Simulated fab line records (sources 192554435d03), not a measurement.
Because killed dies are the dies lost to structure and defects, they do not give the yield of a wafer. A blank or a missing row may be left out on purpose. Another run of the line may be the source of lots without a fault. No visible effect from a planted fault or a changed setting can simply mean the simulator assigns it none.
Split-lot trial | flow n5-finfet | 21 wafers read from 7 lots, route of 1938 steps

## THE SPLIT ITSELF
At N5_HKMG_FIN_HK_ALD_01 (deposits HfO2, target thk 1.6 nm, pulse time 3 s, purge time 3 s), the setting ald-cycles was moved away from the recipe's 30 on 3 of the 21 wafers read, by -16.7% to +3.3%. All remaining wafers had this setting at the recipe value.

## FROM THE SPLIT TO THE READING: what the file shows between them, 6 steps
- N5_HKMG_FIN_EXPOSE_46: exposes mask NDIPOLE (also split here: dose-mj)
- N5_HKMG_FIN_PEB_47: peb time 60 s
- N5_HKMG_FIN_DEVELOP_48: develop time 30 s
- N5_HKMG_FIN_CD_MEAS_49: target cd 202 nm
- N5_HKMG_FIN_WET_ETCH_82: etches La2O3 in dHCl, stops on HfO2, target depth 2 nm, rinse time 30 s
- N5_HKMG_FIN_ALD_36: deposits TiN, target thk 1 nm, pulse time 1 s, purge time 3 s

## THE READING
HK_THK, in nm, at N5_HKMG_FIN_THK_MEAS_70 (measures by xrf). Typical for fault-free wafers on this fab line: 1.606 nm, with standard deviation 0.022 nm.

wafer  | tool, chamber at the split | ald-cycles as run | against the recipe | HK_THK, nm | against lot-mates on the recipe
L080.2 | ald-hk-01, 2,1,3           | 30                | recipe             | 1.627      | -
L080.3 | ald-hk-01, 2,1,3           | 30                | recipe             | 1.639      | -
L080.4 | ald-hk-01, 2,1,3           | 30                | recipe             | 1.610      | -
L084.1 | ald-hk-01, 0               | 27                | -10.0%             | 1.440      | -0.167
L084.3 | ald-hk-01, 1,3             | 30                | recipe             | 1.601      | -
L084.4 | ald-hk-01, 1,3             | 30                | recipe             | 1.612      | -
L091.2 | ald-hk-03, 3,0,2           | 30                | recipe             | 1.597      | -
L091.4 | ald-hk-03, 3,0,2           | 30                | recipe             | 1.602      | -
L091.6 | ald-hk-03, 3,0,2           | 30                | recipe             | 1.641      | -
L093.1 | ald-hk-02, 3               | 31                | +3.3%              | 1.701      | +0.082
L093.3 | ald-hk-02, 2               | 30                | recipe             | 1.622      | -
L093.5 | ald-hk-02, 2               | 30                | recipe             | 1.616      | -
L095.1 | ald-hk-02, 1,3             | 30                | recipe             | 1.590      | -
L095.3 | ald-hk-02, 2               | 25                | -16.7%             | 1.311      | -0.275
L095.6 | ald-hk-02, 1,3             | 30                | recipe             | 1.582      | -
L096.1 | ald-hk-02, 0,2,1           | 30                | recipe             | 1.596      | -
L096.2 | ald-hk-02, 0,2,1           | 30                | recipe             | 1.605      | -
L096.4 | ald-hk-02, 0,2,1           | 30                | recipe             | 1.571      | -
L097.1 | ald-hk-02, 3,0,1           | 30                | recipe             | 1.620      | -
L097.2 | ald-hk-02, 3,0,1           | 30                | recipe             | 1.605      | -
L097.3 | ald-hk-02, 3,0,1           | 30                | recipe             | 1.624      | -
When a row names more than one chamber, that row covers several wafers, and the file does not tell which wafer ran in which chamber.

FIT RESULTS
A straight line over all 21 wafers: HK_THK changes by +0.018 nm for each +1% of ald-cycles; r = +0.97; the points scatter about the line by 0.019 nm.
The same after taking each lot's own level away (the mean of its wafers on the recipe; 21 wafers): +0.0169 nm for each +1%; r = +0.99; scatter 0.013 nm.
According to that fit, moving ald-cycles by its largest amount changes the reading by 0.28 nm.
The span of the lots' own levels, 1.5860 to 1.6253 nm, comes to 1.8 times the standard deviation stated above.
So the lot-to-lot level changes the slope little: the two slopes agree.
Check: with one of the wafers moved furthest among these (-16.7%) left out of the fit, the line predicts -0.291 nm for it against its lot-mates. Against them it came out at -0.275 nm.

## FURTHER SPLITS ON THESE WAFERS
Other splits were also applied to these wafers ahead of the reading. Each is held against what the fit with the lots' levels taken away leaves over:
other split on the same wafers     | wafers away from the commonest value | r with HK_THK (lot level and that fit taken away)
N5_SD_EPI_N_ETCH_16 target-depth-a | 6                                    | -0.20
N5_HKMG_FIN_EXPOSE_46 dose-mj      | 9                                    | +0.15

## THE FILE'S OWN FIT
HK_THK changes by +0.0168 nm for each +1% of ald-cycles, r = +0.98.
